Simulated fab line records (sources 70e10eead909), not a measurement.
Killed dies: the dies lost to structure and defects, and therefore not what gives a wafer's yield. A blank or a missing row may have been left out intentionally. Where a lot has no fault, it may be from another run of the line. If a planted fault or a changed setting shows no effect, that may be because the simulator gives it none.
3 desks looking at one fault ; flow nand harc ; only its own numbers are on each desk; what lay behind them is given at the end

DESK OF THE TOOL OWNER: pecvd onon-02
The tool's own readings at NHARC_A_ONON_D1_DEP_09 (target thk 1000 nm): means of the sampled wafers that have a number, for each lot that ran on this tool. The brackets show how far a lot's mean lies from the usual mean; more than 4 standard deviations puts the lot out of limits, marked OUT.
Columns: A = nh3 flow sccm at NHARC_A_ONON_D1_DEP_09, usual 499.8 sccm
lot;first seen here;A
L195;day 8 01:46;499.1
L206;day 10 21:29;499.1
L210;day 11 08:32;501.7
L211;day 11 15:22;500.4
Result from this desk: across the 4 lots, nothing is out of limits.

THE DEFECT DESK
Lot by lot, what the route's inspections counted, given as the mean of those sampled wafers with a number. The brackets show how far a lot's mean lies from the usual mean; more than 4 standard deviations puts the lot out of limits, marked OUT.
Columns: A = raw defect count at NHARC_A_SOURCE_PLATE_INSPECT_08, usual 57
lot;first seen here;A
L195;day 7 23:59;75
L197;day 8 09:17;51
L206;day 10 19:38;82
L210;day 11 06:40;36
L211;day 11 13:32;72
L214;day 12 07:52;33
L217;day 12 18:59;50
Result from this desk: across the 7 lots, nothing is out of limits.

FROM THE METROLOGY DESK
What the gauges read, lot by lot, whatever tool the lot ran on: means of the sampled wafers that have a number. The brackets show how far a lot's mean lies from the usual mean; more than 4 standard deviations puts the lot out of limits, marked OUT.
Columns: A = thk nm at NHARC_A_SOURCE_PLATE_THK_MEAS_06, usual 200.2 nm; B = thk nm at NHARC_A_ONON_D1_THK_MEAS_02, usual 997 nm; C = thk nm at NHARC_A_ONON_D1_THK_MEAS_05, usual 1002 nm; D = thk nm at NHARC_A_ONON_D1_THK_MEAS_08, usual 1003 nm; E = thk nm at NHARC_A_ONON_D1_THK_MEAS_11, usual 1001 nm
lot;first seen here;A;B;C;D;E
L195;day 7 23:55;196.7;985;1009;1003;998
L197;day 8 09:12;200.7;993;1020;1010;1009
L206;day 10 19:32;198.2;997;1008;996;1434 (+39) OUT
L210;day 11 06:35;198.0;1000;1006;1018;1431 (+39) OUT
L211;day 11 13:26;199.9;986;1004;1000;1424 (+38) OUT
L214;day 12 07:49;202.7;995;1011;991;1013
L217;day 12 18:54;200.9;1006;999;995;991
Finding of this desk: L206, L210, L211 out of limits; the first was L206 at day 10 21:58, on thk nm at NHARC_A_ONON_D1_THK_MEAS_11. In limits: L195, L197, L214, L217.

BROUGHT TOGETHER
At day 10 21:58 the metrology desk could have sounded an alarm, on L206, L210, L211.
The tool owner's desk saw nothing out of limits.
Nothing the defect desk looked at was out of limits.
Tool owner's desk: L206, L210, L211 on record, inside its limits.
The defect desk has L206, L210, L211 on record, within its limits.
The lots listed all ran NHARC_A_ONON_D1_DEP_09 on pecvd onon-02.

WHAT THE SIMULATOR PUT IN
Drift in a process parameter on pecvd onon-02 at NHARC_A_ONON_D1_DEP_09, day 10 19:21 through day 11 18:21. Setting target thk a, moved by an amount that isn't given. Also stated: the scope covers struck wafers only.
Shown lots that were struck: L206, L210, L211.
Hours from the fault's start to each desk's first reading out of limits: the metrology desk, 3.
